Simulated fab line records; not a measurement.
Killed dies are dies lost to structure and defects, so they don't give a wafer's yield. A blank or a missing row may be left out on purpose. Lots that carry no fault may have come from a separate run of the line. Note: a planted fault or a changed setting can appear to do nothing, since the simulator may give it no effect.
The tool behind it: which one?    flow nandHarc    69 wafers from 23 lots sampled at 3 of the route's 1302 steps

WHAT THE GAUGES SHOWED, per wafer
NHARC_A_SGD_CUT_INSPECT_25. Usual: rawDefectCount reads 378 (standard deviation 73).
lot   measured      on                rawDefectCount  flag
L074  day 19 23:47  defectInspect-01  452 323 368     
L075  day 20 06:53  defectInspect-02  348 253 404     
L076  day 20 17:36  defectInspect-01  332 324 220     
L077  day 21 03:11  defectInspect-02  335 289 385     
L078  day 21 03:08  defectInspect-01  447 419 429     
L079  day 21 03:15  defectInspect-01  531 449 456     
L081  day 22 05:26  defectInspect-01  307 248 256     
L082  day 22 23:59  defectInspect-02  308 372 359     
L085  day 23 21:13  defectInspect-01  480 438 437     
L083  day 23 21:14  defectInspect-02  407 364 313     
L084  day 23 21:13  defectInspect-02  361 493 369     
L086  day 25 06:18  defectInspect-02  436 276 387     
L087  day 25 11:53  defectInspect-02  535 438 396     
L088  day 25 11:53  defectInspect-01  292 363 301     
L089  day 25 11:56  defectInspect-02  342 487 439     
L090  day 26 00:18  defectInspect-01  451 311 383     
L092  day 26 15:17  defectInspect-02  493 351 466     
L091  day 26 15:19  defectInspect-01  495 352 466     
L093  day 27 03:44  defectInspect-02  302 322 383     
L095  day 28 01:01  defectInspect-01  384 334 332     
L096  day 28 01:04  defectInspect-02  273 430 334     
L094  day 28 08:57  defectInspect-01  336 349 320     
L097  day 29 01:50  defectInspect-02  401 416 317     

NHARC_A_SLIT_OVL_MEAS_10. Usual: overlayXNm 0.0 nm, standard deviation 0.85; overlayYNm -0.1 nm, standard deviation 0.7.
lot   measured      on          overlayXNm (nm)  overlayYNm (nm)  flag
L074  day 20 04:45  overlay-02  -0.1 -0.1 0.0    -1.4 -0.9 -1.1   
L075  day 20 12:20  overlay-01  -0.1 0.1 0.3     -0.5 -0.2 -0.2   
L076  day 20 22:31  overlay-01  -0.5 -1.1 -1.4   0.0 0.4 0.2      
L077  day 21 10:15  overlay-01  -0.8 -1.0 -0.7   -0.3 0.1 -0.6    
L078  day 21 08:26  overlay-01  -0.8 -1.0 -0.9   -0.6 -0.4 -0.2   
L079  day 21 12:18  overlay-02  1.7 0.8 1.4      0.8 0.6 1.1      
L081  day 22 10:44  overlay-01  -0.2 -0.3 0.1    -0.1 0.1 0.7     
L082  day 23 07:55  overlay-01  -1.0 -1.0 -0.9   -0.9 -1.5 -0.5   
L085  day 24 04:46  overlay-02  1.7 0.9 0.6      0.9 0.0 0.0      
L083  day 24 05:35  overlay-01  1.1 1.6 1.3      -0.6 -0.5 -0.9   
L084  day 24 03:47  overlay-01  -0.3 -0.2 -0.8   0.7 0.3 0.6      
L086  day 25 11:40  overlay-02  -1.1 -1.2 -1.4   -0.9 -0.9 -1.2   
L087  day 25 16:49  overlay-02  1.3 1.2 0.7      0.3 0.3 0.5      
L088  day 25 16:58  overlay-01  1.1 0.5 0.5      0.9 0.9 1.2      
L089  day 25 17:08  overlay-02  0.2 0.6 0.4      0.5 0.6 1.0      
L090  day 26 05:10  overlay-01  -0.8 -0.7 0.0    -0.7 -1.3 -0.7   
L092  day 26 20:42  overlay-02  -0.2 -0.2 0.0    -0.1 -0.2 0.0    
L091  day 26 21:17  overlay-01  0.1 0.1 0.3      -0.1 0.1 0.3     
L093  day 27 11:02  overlay-02  -0.8 -0.4 -0.6   -0.2 0.1 -0.5    
L095  day 28 05:49  overlay-01  0.5 1.3 0.4      -0.7 -0.9 -0.6   
L096  day 28 06:07  overlay-02  -0.1 -0.5 -0.8   0.6 0.4 0.6      
L094  day 28 17:02  overlay-01  -0.8 -0.4 -0.5   -0.5 -0.4 -0.1   
L097  day 29 08:02  overlay-02  1.6 2.1 1.7      -1.6 -1.2 -1.4   

WHICH TOOL RAN EACH LOT (tool, then ch and the chambers of the sampled wafers, then the start)
lot   NHARC_A_SGD_CUT_ETCH_59
L074  rieDiel-07 ch 2,3, day 19 23:47 or earlier
L075  rieDiel-10 ch 1,2, day 20 06:53 or earlier
L076  rieDiel-04 ch 0,1,2, day 20 17:36 or earlier
L077  rieDiel-10 ch 1,3, day 21 03:11 or earlier
L078  rieDiel-04 ch 1,2, day 21 03:08 or earlier
L079  rieDiel-10 ch 0,1, day 21 03:15 or earlier
L081  rieDiel-10 ch 0,1,3, day 22 05:26 or earlier
L082  rieDiel-07 ch 0,1,3, day 22 23:59 or earlier
L085  rieDiel-10 ch 0,1,2, day 23 21:13 or earlier
L083  rieDiel-04 ch 0,3, day 23 21:14 or earlier
L084  rieDiel-07 ch 1,2,3, day 23 21:13 or earlier
L086  rieDiel-04 ch 0,3, day 25 06:18 or earlier
L087  rieDiel-10 ch 0,1,3, day 25 11:53 or earlier
L088  rieDiel-10 ch 0,2,3, day 25 11:53 or earlier
L089  rieDiel-07 ch 1,2,3, day 25 11:56 or earlier
L090  rieDiel-10 ch 1,2,3, day 26 00:18 or earlier
L092  rieDiel-04 ch 2,3, day 26 15:17 or earlier
L091  rieDiel-10 ch 2,3, day 26 15:19 or earlier
L093  rieDiel-07 ch 0,3, day 27 03:44 or earlier
L095  rieDiel-04 ch 0,2,3, day 28 01:01 or earlier
L096  rieDiel-10 ch 1,2,3, day 28 01:04 or earlier
L094  rieDiel-10 ch 0,2, day 28 08:57 or earlier
L097  rieDiel-07 ch 1,3, day 29 01:50 or earlier
- NHARC_A_SGD_CUT_ETCH_59: etches the open film in N2/H2, target depth 260 nm, time 406.25 s.

WHAT THE TOOLS THEMSELVES READ (means of the sampled wafers that have a number; where no wafer has one, the mark that the record gives instead)
NHARC_A_SGD_CUT_ETCH_59. Usual: drypumpMotorCurrentA 5.9 A, standard deviation 0.37; h2FlowSccm 150.0 sccm, standard deviation 0.45; oesProductAu 1.003 a.u., standard deviation 0.013; rfVppV 431.1 V, standard deviation 2.6; showerheadPlenumPTorr 2.06 Torr, standard deviation 0.095; throttleValvePct 14.172 %, standard deviation 0.0096.
lot   tool        drypumpMotorCurrentA (A)  h2FlowSccm (sccm)  oesProductAu (a.u.)  rfVppV (V)  showerheadPlenumPTorr (Torr)  throttleValvePct (%)  flag
L074  rieDiel-07  5.9                       149.6              1.007                428.2       1.95                          14.167                
L075  rieDiel-10  5.7                       150.0              0.996                431.7       2.11                          14.164                
L076  rieDiel-04  6.0                       150.1              1.011                430.5       2.05                          14.171                
L077  rieDiel-10  6.0                       149.8              1.003                428.9       1.97                          14.168                
L078  rieDiel-04  5.6                       150.0              1.010                429.8       2.01                          14.175                
L079  rieDiel-10  5.8                       149.9              1.007                431.2       2.04                          14.170                
L081  rieDiel-10  5.9                       149.8              1.004                430.7       2.03                          14.173                
L082  rieDiel-07  6.3                       150.2              0.997                432.8       2.10                          14.171                
L085  rieDiel-10  5.7                       150.1              1.010                431.4       2.10                          14.177                
L083  rieDiel-04  6.1                       150.2              1.001                434.3       2.17                          14.162                
L084  rieDiel-07  6.1                       150.1              1.003                429.4       2.01                          14.176                
L086  rieDiel-04  6.1                       149.5              1.014                433.5       2.17                          14.176                
L087  rieDiel-10  5.9                       149.8              1.001                430.4       2.03                          14.175                
L088  rieDiel-10  5.8                       150.3              1.000                431.6       2.09                          14.171                
L089  rieDiel-07  6.1                       150.1              1.003                429.8       2.00                          14.166                
L090  rieDiel-10  5.9                       149.6              1.000                429.9       2.03                          14.170                
L092  rieDiel-04  6.1                       149.8              1.005                432.9       2.11                          14.173                
L091  rieDiel-10  6.0                       149.9              0.988                430.5       2.03                          14.171                
L093  rieDiel-07  6.1                       150.0              0.996                433.8       2.14                          14.183                
L095  rieDiel-04  6.2                       150.0              1.010                431.7       2.10                          14.179                
L096  rieDiel-10  5.9                       150.0              0.992                430.6       2.03                          14.165                
L094  rieDiel-10  5.6                       149.8              1.002                433.5       2.16                          14.165                
L097  rieDiel-07  6.2                       150.7              0.993                431.6       2.06                          14.175                

THE ANSWER, worked out from the rows above alone
Rule: lot off if the mean of its wafers having a number is beyond 3 standard deviations from the usual mean. Also off: a lot with no number at a reading for which 4 or more lots have one. Any other lot the step has rows for is counted as sound. First the gauges in route order, then the tools' own readings, where a lot's mean is used as printed above. At the first step where some lot is off, the reading lying furthest off is the one used; lots without a number count as furthest.
No lot is off on any of the readings shown, so nothing can be concluded from this.

WHAT THE SIMULATOR PUT IN
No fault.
